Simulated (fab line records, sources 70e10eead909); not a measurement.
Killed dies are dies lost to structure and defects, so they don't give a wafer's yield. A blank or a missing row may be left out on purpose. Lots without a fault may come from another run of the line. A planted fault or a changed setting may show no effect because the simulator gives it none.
Which tool did it? | flow nand_harc | 13 lots, 39 wafers sampled, at 5 steps of a route of 1159

WHAT THE GAUGES READ, wafer by wafer
NHARC_P_CONTACT_CD_MEAS_12: target cd 90 nm.
lot  | measured     | on        | cd_nm (nm)
L468 | day 5 23:16  | cd_sem-01 | 88.9 90.5 90.1
L469 | day 5 22:40  | cd_sem-02 | 89.9 90.7 89.9
L470 | day 6 03:22  | cd_sem-02 | 88.1 89.7 89.4
L472 | day 6 10:42  | cd_sem-03 | 90.5 89.2 90.4
L471 | day 6 11:10  | cd_sem-01 | 89.7 89.0 88.8
L473 | day 6 18:37  | cd_sem-03 | 90.4 89.5 89.3
L475 | day 7 09:50  | cd_sem-01 | 91.9 92.2 90.3
L482 | day 8 17:04  | cd_sem-01 | 89.3 90.5 88.9
L480 | day 8 20:08  | cd_sem-02 | 111.7 89.5 89.0
L484 | day 9 14:38  | cd_sem-01 | 90.0 92.5 92.1
L488 | day 10 09:30 | cd_sem-01 | 91.3 91.0 92.5
L489 | day 10 22:08 | cd_sem-02 | 88.3 90.6 90.1
L490 | day 10 22:17 | cd_sem-01 | 91.4 90.4 91.0

NHARC_P_CONTACT_OVL_MEAS_13.
lot  | measured     | on         | overlay_x_nm (nm) | overlay_y_nm (nm)
L468 | day 5 23:20  | overlay-01 | 0.2 0.7 0.8       | 0.3 -0.1 -0.3
L469 | day 5 22:45  | overlay-01 | 1.3 0.4 0.6       | -0.3 -0.8 0.1
L470 | day 6 03:27  | overlay-01 | 1.0 0.9 1.7       | 0.7 0.7 0.5
L472 | day 6 10:47  | overlay-02 | 0.9 1.0 0.8       | -0.1 0.5 0.0
L471 | day 6 11:16  | overlay-01 | 0.0 0.4 0.6       | -0.2 -0.1 -0.5
L473 | day 6 18:41  | overlay-01 | -0.4 -0.3 -0.3    | 1.0 0.8 1.0
L475 | day 7 09:55  | overlay-02 | -0.2 -0.3 -0.6    | 0.9 1.3 1.6
L482 | day 8 17:10  | overlay-02 | 1.6 1.4 1.1       | -1.1 -1.5 -1.0
L480 | day 8 20:13  | overlay-02 | -2.3 -1.9 -2.0    | 0.1 0.1 -0.3
L484 | day 9 14:43  | overlay-01 | 1.9 1.4 2.2       | -0.1 -0.3 0.1
L488 | day 10 09:35 | overlay-02 | 0.4 0.4 0.5       | -0.8 -0.6 -0.6
L489 | day 10 22:14 | overlay-02 | 1.5 1.3 1.2       | -0.2 -0.3 0.3
L490 | day 10 22:23 | overlay-01 | 1.8 1.4 1.7       | -0.5 -0.1 -0.4

WHICH TOOL RAN EACH LOT (tool, then ch and the chambers of the sampled wafers, then the start)
lot  | NHARC_P_GATE_STRIP_75                | NHARC_P_GATE_STRIP_113               | NHARC_P_CONTACT_PEB_10
L468 | plasma_asher-01 ch 0,1, day 5 14:46  | plasma_asher-01 ch 1, day 5 17:56    | litho_track-01 ch 0, day 5 23:11
L469 | plasma_asher-02 ch 0,1, day 5 14:59  | plasma_asher-02 ch 0, day 5 18:08    | litho_track-01 ch 0, day 5 22:35
L470 | plasma_asher-01 ch 0,1, day 5 19:43  | plasma_asher-01 ch 0,1, day 5 22:46  | litho_track-01 ch 0, day 6 03:17
L472 | plasma_asher-02 ch 0,1, day 6 03:28  | plasma_asher-01 ch 0,1, day 6 06:31  | litho_track-01 ch 0, day 6 10:37
L471 | plasma_asher-01 ch 0,1, day 6 03:47  | plasma_asher-02 ch 0,1, day 6 07:18  | litho_track-01 ch 0, day 6 11:05
L473 | plasma_asher-01 ch 0,1, day 6 11:33  | plasma_asher-01 ch 0,1, day 6 14:49  | litho_track-04 ch 0, day 6 18:31
L475 | plasma_asher-02 ch 0,1, day 7 02:26  | plasma_asher-02 ch 0,1, day 7 05:31  | litho_track-06 ch 0, day 7 09:45
L482 | plasma_asher-02 ch 0,1, day 8 09:26  | plasma_asher-02 ch 0,1, day 8 12:47  | litho_track-04 ch 0, day 8 16:59
L480 | plasma_asher-02 ch 0,1, day 8 12:35  | plasma_asher-01 ch 0,1, day 8 16:01  | litho_track-01 ch 0, day 8 20:03
L484 | plasma_asher-02 ch 0,1, day 9 07:17  | plasma_asher-02 ch 0,1, day 9 10:28  | litho_track-06 ch 0, day 9 14:34
L488 | plasma_asher-02 ch 0, day 10 01:49   | plasma_asher-01 ch 0,1, day 10 04:58 | litho_track-06 ch 0, day 10 09:25
L489 | plasma_asher-01 ch 0,1, day 10 14:44 | plasma_asher-02 ch 0,1, day 10 18:08 | litho_track-04 ch 0, day 10 22:03
L490 | plasma_asher-02 ch 0,1, day 10 15:01 | plasma_asher-01 ch 0,1, day 10 18:06 | litho_track-06 ch 0, day 10 22:13
- NHARC_P_GATE_STRIP_75: strips in O2.
- NHARC_P_GATE_STRIP_113: strips in N2/H2, time 740 s.
- NHARC_P_CONTACT_PEB_10: peb time 65 s.

WHAT THE TOOLS THEMSELVES READ (means of the sampled wafers that have a number; where no wafer has one, the mark that the record gives instead)
NHARC_P_GATE_STRIP_75.
lot  | tool            | drypump_motor_current_A (A) | heater_power_w (W)
L468 | plasma_asher-01 | 5.45                        | 316
L469 | plasma_asher-02 | 5.83                        | 303
L470 | plasma_asher-01 | 5.48                        | 319
L472 | plasma_asher-02 | 5.98                        | 303
L471 | plasma_asher-01 | 5.46                        | 319
L473 | plasma_asher-01 | 5.45                        | 318
L475 | plasma_asher-02 | 5.84                        | 301
L482 | plasma_asher-02 | 5.97                        | 310
L480 | plasma_asher-02 | 5.99                        | 305
L484 | plasma_asher-02 | 5.84                        | 314
L488 | plasma_asher-02 | 5.70                        | 311
L489 | plasma_asher-01 | 5.46                        | 323
L490 | plasma_asher-02 | 6.00                        | 326

NHARC_P_GATE_STRIP_113.
lot  | tool            | drypump_motor_current_A (A) | heater_power_w (W)
L468 | plasma_asher-01 | 5.49                        | 83
L469 | plasma_asher-02 | 5.70                        | 79
L470 | plasma_asher-01 | 5.44                        | 85
L472 | plasma_asher-01 | 5.45                        | 89
L471 | plasma_asher-02 | 5.84                        | 81
L473 | plasma_asher-01 | 5.46                        | 86
L475 | plasma_asher-02 | 5.99                        | 80
L482 | plasma_asher-02 | 6.00                        | 83
L480 | plasma_asher-01 | 5.46                        | 85
L484 | plasma_asher-02 | 5.85                        | 86
L488 | plasma_asher-01 | 5.45                        | 88
L489 | plasma_asher-02 | 5.86                        | 84
L490 | plasma_asher-01 | 5.43                        | 90

NHARC_P_CONTACT_PEB_10.
lot  | tool           | heater_power_total_W (W)
L468 | litho_track-01 | 156.4
L469 | litho_track-01 | 156.8
L470 | litho_track-01 | 156.2
L472 | litho_track-01 | 156.8
L471 | litho_track-01 | 156.5
L473 | litho_track-04 | 156.4
L475 | litho_track-06 | 157.1
L482 | litho_track-04 | 156.7
L480 | litho_track-01 | 157.0
L484 | litho_track-06 | 157.2
L488 | litho_track-06 | 156.7
L489 | litho_track-04 | 156.8
L490 | litho_track-06 | 156.4

THE ANSWER, worked out from the rows above alone
Rule: what is usual is taken from the lots themselves. Put in order of their means at a reading, lots are off if they are a third of the lots or fewer, leave a main group of 4 or more, and stand apart from it by a gap of 3 or more times the standard deviation of the main group's means; of several such gaps the widest counts. A main group whose means are all the same, to the digits that the tables above print for the reading, isn't used. A lot without any number at a reading at which 4 lots or more have one is off too. The other lots that the step has rows for count as sound. The gauges are gone through in route order, then the tools' own readings, and for those a lot's mean is taken as printed above. The first step at which some lot is off is used, and at that step the reading that is off furthest; a lot without a number counts as furthest.
Off: L480, at NHARC_P_CONTACT_CD_MEAS_12 (cd_nm). The main group: mean 90.2 nm, standard deviation 0.88.
A tool fits if, at a process step before that reading, it ran every lot that is off, and no sound lot after the first of them. The gauges at NHARC_P_CONTACT_CD_MEAS_12 are tried like those tools. One fits: litho_track-01 at NHARC_P_CONTACT_PEB_10. Its last sound lot is L471 (day 6 11:05), its first lot that is off L480 (day 8 20:03): a fault that began between those two fits.

WHAT THE SIMULATOR HAD PUT IN
Process parameter drift: litho_track-01, from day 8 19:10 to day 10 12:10, at NHARC_P_CONTACT_PEB_10. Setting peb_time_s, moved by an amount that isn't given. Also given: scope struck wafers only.
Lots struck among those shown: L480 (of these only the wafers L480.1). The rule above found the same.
